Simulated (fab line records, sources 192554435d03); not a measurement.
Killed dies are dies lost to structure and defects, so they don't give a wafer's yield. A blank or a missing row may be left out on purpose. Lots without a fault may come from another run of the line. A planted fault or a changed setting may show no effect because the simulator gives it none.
Chamber matching | flow n5_finfet | N5_FIN_SAQP_ETCH_34 on rie_diel-04: 4 sister chambers
The step etches SiO2 in C4F6/O2, target depth 45 nm, time 15 s. 18 wafers are shown with their chamber, then 9 later ones without.

WAFERS WITH THEIR CHAMBER
wafer  | chamber | throttle_valve_pct (%) | showerhead_plenum_p_Torr (Torr) | rf_vpp_V (V)
L074.1 | 0       | 21.46                  | 2.85                            | 660
L074.2 | 1       | 20.92                  | 2.83                            | 664
L074.3 | 3       | 20.73                  | 2.74                            | 664
L077.1 | 2       | 21.35                  | 2.72                            | 656
L077.5 | 3       | 20.74                  | 2.74                            | 666
L077.6 | 0       | 21.48                  | 2.84                            | 661
L080.2 | 0       | 21.48                  | 2.84                            | 662
L080.5 | 3       | 20.76                  | 2.73                            | 664
L080.6 | 2       | 21.35                  | 2.71                            | 656
L081.1 | 0       | 21.49                  | 2.84                            | 661
L081.2 | 3       | 20.74                  | 2.73                            | 665
L081.6 | 3       | 20.76                  | 2.73                            | 665
L087.3 | 3       | 20.77                  | 2.73                            | 665
L087.5 | 0       | 21.51                  | 2.83                            | 661
L087.6 | 3       | 20.78                  | 2.73                            | 665
L089.1 | 3       | 20.79                  | 2.72                            | 663
L089.3 | 1       | 20.95                  | 2.82                            | 662
L089.6 | 0       | 21.50                  | 2.83                            | 659

SIGNATURES (means of the wafers above)
reading                  | chamber 0 | chamber 1 | chamber 2 | chamber 3 | scatter within a chamber
throttle_valve_pct       | 21.4867   | 20.9350   | 21.3500   | 20.7587   | 0.019
showerhead_plenum_p_Torr | 2.8383    | 2.8250    | 2.7150    | 2.7313    | 0.00692
rf_vpp_V                 | 660.67    | 663.00    | 656.00    | 664.62    | 0.971
Rule: a wafer's distance from a chamber is the root of the sum, over the readings, of the square of ((its reading less the chamber's mean) divided by the reading's scatter). The wafer belongs to the nearest chamber; if the next one is less than 2 further off, it can't be placed. The scatter: the root of (the sum of the squares of (reading less its chamber's mean) over the shown wafers, divided by (wafers less chambers)).

WAFERS WITHOUT THEIR CHAMBER
wafer  | throttle_valve_pct (%) | showerhead_plenum_p_Torr (Torr) | rf_vpp_V (V)
L092.1 | 20.97                  | 2.82                            | 662
L092.2 | 20.79                  | 2.72                            | 665
L092.3 | 21.51                  | 2.83                            | 660
L093.1 | 20.95                  | 2.81                            | 663
L093.2 | 20.78                  | 2.72                            | 662
L093.4 | 20.96                  | 2.82                            | 662
L097.3 | 21.53                  | 2.82                            | 660
L097.4 | 21.06                  | 3.04                            | 668
L097.5 | 20.80                  | 2.72                            | 664

WHICH CHAMBER EACH WENT THROUGH
wafer  | from the rows above | in truth
L092.1 | 1                   | 1
L092.2 | 3                   | 3
L092.3 | 0                   | 0
L093.1 | 1                   | 1
L093.2 | 3                   | 3
L093.4 | 1                   | 1
L097.3 | 0                   | 0
L097.4 | 1                   | 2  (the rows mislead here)
L097.5 | 3                   | 3
Placed correctly: 8 of 9. Can't be placed from these rows: 0. Placed wrongly: 1.
